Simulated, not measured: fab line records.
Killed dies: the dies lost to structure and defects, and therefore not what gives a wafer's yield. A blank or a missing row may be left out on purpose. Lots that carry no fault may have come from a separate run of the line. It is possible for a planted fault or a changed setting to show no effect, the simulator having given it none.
fab line records    flow n5Finfet
record: lots: 5  wafers: 15  lastDay: 14
route steps=1938 shown BEOL_M0_SAQP@652 BEOL_M0_CUTY@710 BEOL_M4@1111 PASSIVATION@1936
lots that met no fault: from a run of the same line without faults
startH: start of the lot's first displayed wafer, in hours after the record's first day    waitH: hours since the lot's step before    " the same as in the row above    L1.1+2: a single row standing in for several wafers    - either no value or no given start    * or withheld: withheld    < > ~ a bound
route shown NAME@n: NAME is a module with steps in the file, n the number in the route of the first one    usual: average and standard deviation across the fault-free wafers    same: alike in all rows    chamber/n: place in a boat    sites: the reading at each site    _std_site: how widely they spread, as a standard deviation    _edge_site: the outer-site mean with the inner-site mean subtracted    radiusMm: for every site, how far away it sits from the centre of the wafer    mask NAME#n: copy n    behind: tool/chamber where the wafer was last shaped    hold: what put the lot on hold/how long, in hours/how the hold closed    device: the n, p or np transistor that did not switch    end of line: the same wafers' tests at the end of the route    a step without rows: its recipe alone    killed: at the first sort, the dies lost to defects and structure; wafer yield is something else    map: shows each die of a wafer: x if killed, . if not, _ if none is there
set.NAME: the setting as run; set.NAME@STEP: as run at that earlier step    model.NAME: the simulator's own value behind a step, which no gauge read
lots at selected steps of the route; one table per step, one row per wafer
services: from which hour (startH, from the record's first day; less than 0 if before it) a tool's chamber was out of use, for how many hours, and why
== steps ==
step: N5_BEOL_M0_SAQP_DESCUM_19
recipe: chemistry: O2  timeS: 7.9  sourcePowerW: 50  biasPowerW: 20  pressureMtorr: 20  rfFrequencyHz: 2.712e+07  tempC: 40  resist: CAR-ArF  o2FlowSccm: 225
step: N5_BEOL_M0_SAQP_ETCH_83
recipe: chemistry: CF4  target: SiARC  targetDepthA: 390  maskMaterial: CAR-ArF  timeS: 65  ionEnergyEv: 80  pressureMtorr: 40  sourceW: 545  biasW: 36  Ar_flow_sccm: 100  cf4FlowSccm: 100  ends: cleared
step: N5_BEOL_M0_SAQP_ETCH_84
recipe: chemistry: N2/H2  target: SOC  targetDepthA: 1000  overetchA: 200  maskMaterial: SiARC  tempC: 40  timeS: 150  ionEnergyEv: 200  pressureMtorr: 30  sourceW: 840  biasW: 150  n2FlowSccm: 200  h2FlowSccm: 200
step: N5_BEOL_M0_SAQP_STRIP_80
recipe: chemistry: N2/H2  tempC: 40  n2FlowSccm: 200  h2FlowSccm: 200  rfFrequencyHz: 6e+07
step: N5_BEOL_M0_SAQP_HM_OPEN_112
recipe: chemistry: CHF3/O2  target: SiO2  stopOn: a-Si  targetDepthA: 120  overEtchFrac: 1.25  maskMaterial: SOC  timeS: 13.5  pressureMtorr: 30  sourceW: 650  biasW: 170  Ar_flow_sccm: 200  CHF3_flow_sccm: 50  O2_flow_sccm: 5  ionEnergyEv: 200  ends: endPoint
step: N5_BEOL_M0_SAQP_STRIP_113
recipe: chemistry: CHF3/O2  resist: SiARC  rfFrequencyHz: 6e+07
step: N5_BEOL_M0_SAQP_MANDREL_ETCH_20
recipe: targetDepthA: 600  chemistry: HBr/Cl2  target: a-Si  stopOn: SiNx  btTimeS: 10  maskMaterial: SOC  overEtchFrac: 0.5  timeS: 30  pressureMtorr: 10  icpW: 800  biasW: 75  HBr_flow_sccm: 150  Cl2_flow_sccm: 80  ends: endPoint
step: N5_BEOL_M0_SAQP_STRIP_86
recipe: chemistry: N2/H2  powerW: 500  tempC: 40  pressureMtorr: 50  rfFrequencyHz: 6e+07  overashFraction: 0.3  biasPowerW: 28  h2Frac: 0.5  n2FlowSccm: 300  h2FlowSccm: 300
step: N5_BEOL_M0_SAQP_STRIP_115
recipe: chemistry: postEtchResidueRemover  timeS: 60  tempC: 25  removerPh: withheld  removerWaterWtPct: withheld  removerFluorideWtPct: withheld
step: N5_BEOL_M0_SAQP_SRD_93
recipe: dry: ipaMarangoni  timeS: 30  tempC: 23  rinseLiquid: diw
step: N5_BEOL_M0_SAQP_RECESS_114
recipe: chemistry: HF/NH3  target: SiO2  targetDepthA: 144  afsCycles: 3  tempC: 30  sublimationTempC: 180  sublimationTimeS: 60
usual: drypumpMotorCurrentA: 5.5/0.34  forelinePTorr: 0.1280/0.00061
lot.wafer  tool          chamber  startH  waitH  drypumpMotorCurrentA  forelinePTorr
L201.1     vaporEtch-02  0        125.01  0.0    6.0                   0.1289
L201.3     "             1        "       "      5.1                   0.1273
L201.4     "             0        "       "      6.0                   0.1281
L206.2     vaporEtch-02  1        149.66  0.0    5.1                   0.1280
L206.4     "             1        "       "      5.1                   0.1277
L206.5     "             1        "       "      5.1                   0.1275
L207.1     vaporEtch-02  1        157.95  0.0    5.1                   0.1282
L207.4     "             0        "       "      5.9                   0.1288
L207.5     "             0        "       "      5.9                   0.1286
L208.1     vaporEtch-02  1        164.81  0.0    5.1                   0.1286
L208.2     "             0        "       "      6.0                   0.1281
L208.6     "             0        "       "      6.0                   0.1273
L211.1     vaporEtch-01  0        176.42  0.0    5.5                   0.1274
L211.5     "             0        "       "      5.5                   0.1270
L211.6     "             1        "       "      5.6                   0.1284
step: N5_BEOL_M0_SAQP_SPACER1_ALD_98
recipe: material: SiO2  targetThkA: 128  tempC: 300  aldPrecursorFamily: BDEAS  aldCoReactant: O2-plasma  pulseTimeS: 1  purgeTimeS: 2  coReactantPurgeTimeS: 2  aldCycles: 138  pressureTorr: 2
step: N5_BEOL_M0_SAQP_SPACER1_ETCHBACK_99
recipe: chemistry: CHF3/O2  mode: anisotropicEtchback  target: SiO2  targetDepthA: 154  timeS: 7.7  pressureMtorr: 30  sourceW: 650  biasW: 170  Ar_flow_sccm: 200  CHF3_flow_sccm: 50  O2_flow_sccm: 5  ionEnergyEv: 200
step: N5_BEOL_M0_SAQP_MANDREL1_REMOVE_100
recipe: chemistry: HBr/Cl2/O2  btTimeS: 10  target: a-Si  stopOn: SiNx  endpoint: OES-SiCl  overEtchFrac: 0.85  icpW: 600  biasW: 30  HBr_flow_sccm: 150  Cl2_flow_sccm: 80  O2_flow_sccm: 5  pressureMtorr: 10
step: N5_BEOL_M0_SAQP_ETCH_101
recipe: chemistry: CH3F/O2  target: SiNx  maskMaterial: SiO2  targetDepthA: 299  timeS: 42.7  pressureMtorr: 30  sourceW: 395  biasW: 73  Ar_flow_sccm: 150  CH3F_flow_sccm: 30  O2_flow_sccm: 20  ionEnergyEv: 120
step: N5_BEOL_M0_SAQP_ETCH_102
recipe: chemistry: CF4  target: SiO2  targetDepthA: 40  ionEnergyEv: 350  timeS: 4.4  pressureMtorr: 10  icpW: 800  biasW: 400  cf4FlowSccm: 80
step: N5_BEOL_M0_SAQP_MANDREL_ETCH_103
recipe: chemistry: HBr/Cl2  target: a-Si  targetDepthA: 450  btTimeS: 10  stopOn: SiCN  maskMaterial: SiO2  overEtchFrac: 0.8  timeS: 27  pressureMtorr: 10  icpW: 800  biasW: 75  HBr_flow_sccm: 150  Cl2_flow_sccm: 80  ends: endPoint
step: N5_BEOL_M0_SAQP_RECESS_104
recipe: chemistry: HF/NH3  target: SiO2  targetDepthA: 180  afsCycles: 3  tempC: 30  sublimationTempC: 180  sublimationTimeS: 60
step: N5_BEOL_M0_SAQP_COAT_105
recipe: resist: SOC  tempC: 250  timeS: 60  spinRpm: 1500  resistThkNm: 100
step: N5_BEOL_M0_SAQP_ETCH_106
recipe: chemistry: N2/H2  target: SOC  targetDepthA: 1500  stopOn: SiNx  ionEnergyEv: 100  biasW: 61  pressureMtorr: 30  sourceW: 850  n2FlowSccm: 200  h2FlowSccm: 200
step: N5_BEOL_M0_SAQP_ETCH_107
recipe: chemistry: CH3F/O2  target: SiNx  targetDepthA: 300  maskMaterial: SOC  pressureMtorr: 30  sourceW: 395  biasW: 73  Ar_flow_sccm: 150  CH3F_flow_sccm: 30  O2_flow_sccm: 20  ionEnergyEv: 120
step: N5_BEOL_M0_SAQP_STRIP_108
recipe: chemistry: N2/H2  powerW: 500  tempC: 40  pressureMtorr: 50  rfFrequencyHz: 6e+07  overashFraction: 0.3  biasPowerW: 28  h2Frac: 0.5  n2FlowSccm: 300  h2FlowSccm: 300
step: N5_BEOL_M0_SAQP_RECESS_109
recipe: chemistry: HF/NH3  target: SiO2  targetDepthA: 30  afsCycles: 1  tempC: 30  sublimationTempC: 180  sublimationTimeS: 60
step: N5_BEOL_M0_SAQP_SPACER2_ALD_26
recipe: material: SiO2  targetThkA: 150  tempC: 300  aldPrecursorFamily: BDEAS  aldCoReactant: O2-plasma  pulseTimeS: 1  purgeTimeS: 2  coReactantPurgeTimeS: 2  pressureTorr: 2
step: N5_BEOL_M0_SAQP_SPACER2_ETCHBACK_27
recipe: chemistry: CHF3/O2  mode: anisotropicEtchback  target: SiO2  targetDepthA: 225  timeS: 11.25  pressureMtorr: 30  sourceW: 650  biasW: 170  Ar_flow_sccm: 200  CHF3_flow_sccm: 50  O2_flow_sccm: 5  ionEnergyEv: 200
step: N5_BEOL_M0_SAQP_MANDREL2_REMOVE_110
recipe: chemistry: HBr/Cl2/O2  btTimeS: 10  target: a-Si  stopOn: SiCN  endpoint: OES-SiCl  overEtchFrac: 1  icpW: 600  biasW: 30  HBr_flow_sccm: 150  Cl2_flow_sccm: 80  O2_flow_sccm: 5  pressureMtorr: 10
step: N5_BEOL_M0_SAQP_COAT_69
recipe: resist: SOC  tempC: 250  timeS: 60  spinRpm: 1500  resistThkNm: 90
step: N5_BEOL_M0_SAQP_COAT_72
recipe: resist: SiARC  tempC: 220  timeS: 60  spinRpm: 1500  resistThkNm: 15
step: N5_BEOL_M0_SAQP_COAT_87
recipe: resist: underlayer  tempC: 205  timeS: 60  spinRpm: 1500  resistThkNm: 5
step: N5_BEOL_M0_SAQP_COAT_34
recipe: resist: CAR-EUV  spinRpm: 1500  resistThkNm: 30
step: N5_BEOL_M0_SAQP_EBR_36
recipe: solvent: PGMEA  ebrWidthMm: 1.5
step: N5_BEOL_M0_SAQP_SOFTBAKE_35
recipe: tempC: 110  timeS: 60  resist: CAR-EUV
step: N5_BEOL_M0_SAQP_EXPOSE_37
recipe: maskId: M0_CUT1  na: 0.33  sourceShape: annular  sigmaInner: 0.35  sigmaOuter: 0.8  polarization: unpolarized  targetCdNm: 30  doseMj: 44.75
step: N5_BEOL_M0_SAQP_PEB_38
recipe: pebTempC: 100  pebTimeS: 60  resist: CAR-EUV
step: N5_BEOL_M0_SAQP_DEVELOP_39
recipe: developTimeS: 30  developer: TMAH  resist: CAR-EUV  rinseLiquid: surfactantRinse  dry: airSpin  devTempC: 23
step: N5_BEOL_M0_SAQP_INSPECT_42
recipe: mode: adi  inspectInstrument: brightfield
usual: rawDefectCount: 324/96
lot.wafer  tool              chamber  startH  waitH  rawDefectCount
L201.1     defectInspect-02  -        128.40  0.1    333
L201.3     "                 -        "       "      292
L201.4     "                 -        "       "      302
L206.2     defectInspect-01  -        153.03  0.0    1494
L206.4     "                 -        "       "      1526
L206.5     "                 -        "       "      1593
L207.1     defectInspect-02  -        161.38  0.1    1568
L207.4     "                 -        "       "      1426
L207.5     "                 -        "       "      1503
L208.1     defectInspect-02  -        168.97  0.1    1565
L208.2     "                 -        "       "      1741
L208.6     "                 -        "       "      1412
L211.1     defectInspect-02  -        181.47  0.1    502
L211.5     "                 -        "       "      379
L211.6     "                 -        "       "      423
step: N5_BEOL_M0_CUTY_INSPECT_59
recipe: mode: adi  inspectInstrument: macro
usual: rawDefectCount: 2.2/1.4
lot.wafer  tool              chamber  startH  waitH  rawDefectCount
L201.1     defectInspect-02  -        129.85  0.0    1
L201.3     "                 -        "       "      3
L201.4     "                 -        "       "      4
L206.2     defectInspect-01  -        156.16  0.0    >300
L206.4     "                 -        "       "      >300
L206.5     "                 -        "       "      >300
L207.1     defectInspect-01  -        162.90  0.0    >300
L207.4     "                 -        "       "      >300
L207.5     "                 -        "       "      >300
L208.1     defectInspect-01  -        170.25  0.0    >300
L208.2     "                 -        "       "      >300
L208.6     "                 -        "       "      >300
L211.1     defectInspect-02  -        182.87  0.0    3
L211.5     "                 -        "       "      0
L211.6     "                 -        "       "      2
step: N5_BEOL_M4_RC_MEAS_101
usual: DIBL_N: 36.6/2.1  DIBL_P: 36.3/2.2  IOFF_N: 0.16/0.036  IOFF_P: 0.21/0.038  ION_N: 671/12  ION_P: 460/7.5  SS_N: 71.8/0.72  SS_P: 73.3/0.72  VT_N: 250/3.2  VT_P: -250/3.5
lot.wafer  tool       chamber  startH  waitH  DIBL_N[mV/V]  DIBL_P[mV/V]  IOFF_N[nA/um]  IOFF_P[nA/um]  ION_N[uA/um]  ION_P[uA/um]  SS_N[mV/dec]  SS_P[mV/dec]  VT_N[mV]  VT_P[mV]
L201.1     prober-02  0        179.56  0.0    36.6          37.0          0.21           0.24           671           463           72.2          73.3          247       -249
L201.3     "          0        "       "      38.1          39.9          0.23           0.27           697           474           72.4          74.4          244       -246
L201.4     "          0        "       "      37.8          38.3          0.22           0.25           674           459           72.4          73.5          247       -248
L207.1     prober-01  0        208.95  0.0    34.1          33.5          0.14           0.18           662           451           70.5          73.2          252       -253
L207.4     "          0        "       "      34.2          35.0          0.14           0.20           673           466           70.8          72.8          251       -253
L207.5     "          0        "       "      33.3          33.0          0.13           0.18           665           458           70.1          72.7          251       -253
L206.2     prober-02  0        212.71  0.2    40.5          39.7          0.24           0.29           704           478           71.8          74.3          242       -245
L206.4     "          0        "       "      37.3          36.8          0.15           0.24           663           464           72.6          73.3          251       -247
L206.5     "          0        "       "      36.8          36.2          0.15           0.24           663           458           71.6          73.5          249       -248
L208.1     prober-02  0        218.49  0.0    34.6          35.7          0.15           0.20           680           468           71.6          72.4          248       -249
L208.2     "          0        "       "      35.4          36.6          0.16           0.22           680           468           72.0          73.2          249       -250
L208.6     "          0        "       "      37.0          38.1          0.18           0.23           672           460           71.9          73.1          249       -247
L211.1     prober-01  0        227.04  0.0    38.6          38.7          0.20           0.24           673           466           72.2          73.7          247       -247
L211.5     "          0        "       "      36.8          36.3          0.17           0.21           682           465           71.4          73.0          246       -249
L211.6     "          0        "       "      38.1          38.7          0.19           0.25           665           456           72.6          73.9          247       -248
step: N5_PASSIVATION_PROBE_49
usual: defectLimitedYield: 91.1/1.4  killed_at_M0_to_M3: 33/9.1  killed_at_M4_up: 14/5.6  killedAtContacts: 13/5.7  killedAtFrontEnd: 42/12  killedAtOther: 4/3  killedDies: 105/16  killedOnRim: 13/4  killedOpen: 69/11  killedShort: 34/7.5  sort_bin_5_function: 5.2/0.91  sort_bin_6_memory: 3.3/0.64  sortNPass: 1075/16  sortYieldPct: 91.1/1.4
same: grossDies: 1180  killedAtBackSide: 0  sort_bin_4_leakage[%]: 0  sort_bin_8_speed[%]: 0
lot.wafer  tool       chamber  startH  waitH  defectLimitedYield[%]  killed_at_M0_to_M3  killed_at_M4_up  killedAtContacts  killedAtFrontEnd  killedAtOther  killedDies  killedOnRim  killedOpen  killedShort  sort_bin_5_function[%]  sort_bin_6_memory[%]  sortNPass  sortYieldPct[%]
L207.1     prober-02  -        309.73  0.0    85.3                   119                 5                17                32                1              174         38           62          31           8.1                     3.9                   1006       85.3
L207.4     prober-02  -        309.88  0.2    83.6                   150                 7                7                 29                1              194         31           47          24           10.1                    2.3                   986        83.6
L207.5     prober-02  -        309.93  0.2    81.2                   162                 10               7                 40                3              222         26           65          39           11.5                    3.9                   958        81.2
L208.1     prober-02  -        310.88  0.0    87.0                   107                 16               5                 23                2              153         31           51          20           8.2                     2.3                   1027       87.0
L208.2     prober-02  -        310.93  0.1    83.1                   149                 11               7                 31                1              199         29           53          23           9.2                     3.6                   981        83.1
L208.6     prober-02  -        311.13  0.3    82.2                   157                 9                16                25                3              210         27           54          37           10.8                    3.1                   970        82.2
L206.2     prober-01  -        311.06  0.2    83.8                   113                 11               17                44                6              191         28           75          38           8.5                     4.7                   989        83.8
L206.4     prober-01  -        311.16  0.3    85.5                   100                 24               8                 38                1              171         31           63          32           8.6                     3.0                   1009       85.5
L206.5     prober-01  -        311.21  0.4    86.1                   97                  13               12                41                1              164         29           61          20           7.9                     3.2                   1016       86.1
killed by level:class
L207.1 BEOL_M0_SAQP:unspecified=80 MOL_CONTACT_COAG:geometricParticle:open=15 BEOL_M1:geometricParticle:open=11 BEOL_M3:geometricParticle:open=7 FIN_SAQP:geometricParticle:short=6 GATE_CUT:geometricParticle:open=5 GATE_CUT:geometricParticle:short=4 BEOL_M0_SAQP:geometricParticle:open=4
L207.4 BEOL_M0_SAQP:unspecified=123 ILD0:geometricParticle:short=6 BEOL_M1:geometricParticle:open=6 BEOL_M2:geometricParticle:open=5 BEOL_M3:geometricParticle:open=5 MOL_CONTACT_COAG:geometricParticle:open=4 BEOL_M0_SAQP:geometricParticle:short=4 BEOL_M6:geometricParticle:open=4
L207.5 BEOL_M0_SAQP:unspecified=116 BEOL_M0_SAQP:geometricParticle:open=15 BEOL_M0_SAQP:geometricParticle:short=10 FIN_SAQP:geometricParticle:short=8 BEOL_M3:geometricParticle:open=8 BEOL_M1:geometricParticle:open=8 FIN_SAQP:geometricParticle:open=7 STI_FIN_REVEAL:geometricParticle:open=6
L208.1 BEOL_M0_SAQP:unspecified=82 FIN_SAQP:geometricParticle:open=11 BEOL_M2:geometricParticle:open=11 BEOL_M4:geometricParticle:open=6 BEOL_M3:geometricParticle:open=5 BEOL_M5:geometricParticle:short=4 FIN_SAQP:geometricParticle:short=3 MOL_CONTACT_COAG:geometricParticle:open=3
L208.2 BEOL_M0_SAQP:unspecified=122 BEOL_M3:geometricParticle:open=8 FIN_SAQP:geometricParticle:open=6 BEOL_M2:geometricParticle:open=6 BEOL_M4:geometricParticle:open=6 MOL_CONTACT_COAG:geometricParticle:open=5 GATE_CUT:geometricParticle:open=5 BEOL_M0:geometricParticle:open=5
L206.2 BEOL_M0_SAQP:unspecified=77 MOL_CONTACT_COAG:geometricParticle:open=13 BEOL_M0_SAQP:geometricParticle:open=13 BEOL_M0_SAQP:geometricParticle:short=8 FIN_SAQP:geometricParticle:short=7 FIN_SAQP:geometricParticle:open=7 BEOL_M3:geometricParticle:open=7 STI_FIN_REVEAL:geometricParticle:open=6
L208.6 BEOL_M0_SAQP:unspecified=118 MOL_CONTACT_COAG:geometricParticle:open=11 FIN_SAQP:geometricParticle:open=9 FIN_SAQP:geometricParticle:short=9 BEOL_M2:geometricParticle:open=9 BEOL_M3:geometricParticle:open=6 BEOL_M2:geometricParticle:short=5 MOL_CONTACT_COAG:geometricParticle:short=4
L206.4 BEOL_M0_SAQP:unspecified=73 BEOL_M4:geometricParticle:open=12 STI_FIN_REVEAL:geometricParticle:open=10 FIN_SAQP:geometricParticle:short=9 MOL_CONTACT_COAG:geometricParticle:open=8 BEOL_M0_SAQP:geometricParticle:short=7 BEOL_M0_SAQP:geometricParticle:open=5 FIN_SAQP:geometricParticle:open=4
L206.5 BEOL_M0_SAQP:unspecified=76 STI_FIN_REVEAL:geometricParticle:open=13 MOL_CONTACT_COAG:geometricParticle:open=10 BEOL_M4:geometricParticle:open=6 FIN_SAQP:geometricParticle:open=5 DUMMY_GATE:geometricParticle:open=5 BEOL_M0_SAQP:geometricParticle:short=4 HKMG_FIN:areaEtch=4
map L206.2 (x killed, . not)
_________________............________________
______________...........x....xx_____________
___________.x.......x.........xxxxx__________
__________..................xxxxxxxx_________
________...x...........x....xxxxxxxxxx_______
_______.x.....xx.......x.x....xxxxxxxxx______
______.........x..........x...xxxxxxxxxx_____
_____........x..x....x....x..x.xxxxxxxxxx____
____x.x...x..x.x....x.x.......xxxxxxxxxxxx___
___..........x..........x.x......x.xxxxxx..__
___......x.x.......x...........x...xx..x...__
__.............x..........x.....xx..x..xx..._
__.................................x........_
_x.........x....x.x........x...x.............
_....x................x..........x.........x.
_................xx...x..x....x....x..x......
_.x...x..x......x.x...........x......x.......
_..x.............x.......x...................
_....xx...x..............x.....x.............
_............................................
_..x..x..........x..x................x.......
__..........x..............................._
__.............x...........x................_
___................x...x...x..x............__
___...x...x..x.........x...x......x........__
____....................x........xx.......___
_____..xx.............x.....x............____
______x.x...x..................x........_____
_______x..x..x...x..x..........x.......______
________....x..............xx..x..x..._______
__________....................x....._________
___________...x....................__________
______________.x................_____________
_________________...x........________________
map L207.5 (x killed, . not)
_________________............________________
______________...x......x.x....._____________
___________.........x.x............__________
__________.........x.....x....x...x._________
________.....x..x....................._______
_______..............x...........x.....______
______.................x.............x.._____
_____.....x.x......x.....x.........xxx...____
____.............x.....x....x.x...........___
___........x............x.............x....__
___.x................................xx....__
__............x.x.....x.x..x................_
__............x....x....x..............x...._
_..........x.x....x...x...x................x.
_..x.........x................x.....x.x......
_...................x........x........x....x.
_............x.....................x.x.......
_....x.x.............x..............x........
_..........x...........x.........x.....xx....
_....x.............x.............x.x.......x.
_...x..x.x....x.....x.....x.....xx...x.......
__.....x...................x................_
__x....xxxxxxxx.x......x.x...x...........x.._
___....xx.xxxxxxxxx..x.....................__
___..xxxxxxxxxxxxxxx.......................__
____.xxxxxxxxxxxxxxx.........x............___
_____xxxxxxxxxxxxxx........x.x...........____
______xxxxxxxxxxxxx....x...x............_____
_______xxxxxxxxxxxx....................______
________xxxxxxxxxxxx.................._______
__________xxxxxxxxx.....x........x.._________
___________xxxxxxx........x........__________
______________xxxx..x..........._____________
_________________xx..........________________
== services ==
tool          chamber  startH  hours  kind
vaporEtch-01  -        101.47  0.6    repair
vaporEtch-02  -        104.41  0.4    repair
== key ==
firstSign: step: N5_BEOL_M0_SAQP_INSPECT_42  reading: rawDefectCount  direction: up  sigmas: 13  usual: 324  struck: 1536
effect: step: N5_BEOL_M0_CUTY_INSPECT_59  reading: rawDefectCount  direction: up  sigmas: 99+  usual: 2.2  struck: >300
effect: step: N5_PASSIVATION_PROBE_49  reading: killed_at_M0_to_M3  direction: up  sigmas: 11  usual: 33  struck: 128
moreKillsBornAt: N5_BEOL_M0_SAQP_RECESS_114@vaporEtch-02: 867
metAt N5_BEOL_M0_SAQP_RECESS_114
struckWafers L206.2,L206.4,L206.5,L207.1,L207.4,L207.5,L208.1,L208.2,L208.6
onsetBetween 125.01 149.66
fault: kind: chamberParticleSource  tool: vaporEtch-02  chamber: -  onsetH: 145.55  steps: N5_BEOL_M0_SAQP_RECESS_114  ratePerVisitCm2: 1.8664  endH: 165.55
